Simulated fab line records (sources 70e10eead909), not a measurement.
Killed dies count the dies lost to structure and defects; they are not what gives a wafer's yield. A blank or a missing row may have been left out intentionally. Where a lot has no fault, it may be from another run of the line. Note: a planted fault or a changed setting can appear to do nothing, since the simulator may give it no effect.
Matching of chambers || flow nand_harc || NHARC_A_WL_FILL_ALD_02 on ald_metal-01 has 4 sister chambers
The step deposits TiN, target thk 2 nm, pulse time 3 s, ald cycles 100. 16 wafers are shown with their chamber, then 8 later ones without.

## WAFERS WITH THEIR CHAMBER
{"wafer": "L078.3", "chamber": 1, "heater_power_w (W)": 1087, "precursor_pulse_height_rel": 0.988}
{"wafer": "L078.5", "chamber": 3, "heater_power_w (W)": 1038, "precursor_pulse_height_rel": 0.997}
{"wafer": "L078.6", "chamber": 2, "heater_power_w (W)": 961, "precursor_pulse_height_rel": 1.037}
{"wafer": "L079.1", "chamber": 2, "heater_power_w (W)": 967, "precursor_pulse_height_rel": 1.026}
{"wafer": "L079.2", "chamber": 1, "heater_power_w (W)": 1082, "precursor_pulse_height_rel": 0.982}
{"wafer": "L079.5", "chamber": 3, "heater_power_w (W)": 1000, "precursor_pulse_height_rel": 1.013}
{"wafer": "L080.1", "chamber": 1, "heater_power_w (W)": 1051, "precursor_pulse_height_rel": 1.025}
{"wafer": "L080.2", "chamber": 0, "heater_power_w (W)": 1196, "precursor_pulse_height_rel": 1.039}
{"wafer": "L080.3", "chamber": 3, "heater_power_w (W)": 999, "precursor_pulse_height_rel": 0.970}
{"wafer": "L085.1", "chamber": 3, "heater_power_w (W)": 1005, "precursor_pulse_height_rel": 0.982}
{"wafer": "L085.2", "chamber": 0, "heater_power_w (W)": 1223, "precursor_pulse_height_rel": 0.973}
{"wafer": "L085.3", "chamber": 1, "heater_power_w (W)": 1080, "precursor_pulse_height_rel": 1.013}
{"wafer": "L083.2", "chamber": 2, "heater_power_w (W)": 978, "precursor_pulse_height_rel": 0.975}
{"wafer": "L083.3", "chamber": 0, "heater_power_w (W)": 1240, "precursor_pulse_height_rel": 0.990}
{"wafer": "L083.5", "chamber": 3, "heater_power_w (W)": 1033, "precursor_pulse_height_rel": 0.978}
{"wafer": "L090.2", "chamber": 2, "heater_power_w (W)": 956, "precursor_pulse_height_rel": 0.992}

SIGNATURES (means of the wafers above)
{"reading": "heater_power_w", "chamber 0": 1219.67, "chamber 1": 1075.00, "chamber 2": 965.50, "chamber 3": 1015.00, "scatter within a chamber": 17}
{"reading": "precursor_pulse_height_rel", "chamber 0": 1.00067, "chamber 1": 1.00200, "chamber 2": 1.00750, "chamber 3": 0.98800, "scatter within a chamber": 0.0246}
Rule: a wafer lies at a distance from a chamber equal to the root of the sum of squares, over the readings, of (its reading less the chamber's mean, divided by the reading's scatter). The wafer belongs to the nearest chamber; if the next one is less than 2 further off, it can't be placed. The scatter: the root of (the sum of the squares of (reading less its chamber's mean) over the shown wafers, divided by (wafers less chambers)).

## WAFERS WITH NO CHAMBER GIVEN
{"wafer": "L090.3", "heater_power_w (W)": 1085, "precursor_pulse_height_rel": 1.024}
{"wafer": "L090.6", "heater_power_w (W)": 1012, "precursor_pulse_height_rel": 0.988}
{"wafer": "L092.3", "heater_power_w (W)": 1205, "precursor_pulse_height_rel": 1.013}
{"wafer": "L092.5", "heater_power_w (W)": 1041, "precursor_pulse_height_rel": 0.998}
{"wafer": "L092.6", "heater_power_w (W)": 1228, "precursor_pulse_height_rel": 0.970}
{"wafer": "L097.1", "heater_power_w (W)": 958, "precursor_pulse_height_rel": 0.952}
{"wafer": "L097.5", "heater_power_w (W)": 937, "precursor_pulse_height_rel": 1.021}
{"wafer": "L097.6", "heater_power_w (W)": 1063, "precursor_pulse_height_rel": 0.999}

## EACH ONE'S CHAMBER
{"wafer": "L090.3", "from the rows above": 1, "in truth": 1}
{"wafer": "L090.6", "from the rows above": 3, "in truth": 3}
{"wafer": "L092.3", "from the rows above": 0, "in truth": 0}
{"wafer": "L092.5", "from the rows above": "can't be placed: 3 or 1", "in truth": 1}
{"wafer": "L092.6", "from the rows above": 0, "in truth": 0}
{"wafer": "L097.1", "from the rows above": "can't be placed: 2 or 3", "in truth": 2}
{"wafer": "L097.5", "from the rows above": 2, "in truth": 2}
{"wafer": "L097.6", "from the rows above": 1, "in truth": 1}
6 of 8 placed correctly. Cannot be placed on the basis of these rows: 2; the candidates contain the true chamber in 2. Placed wrongly: 0.
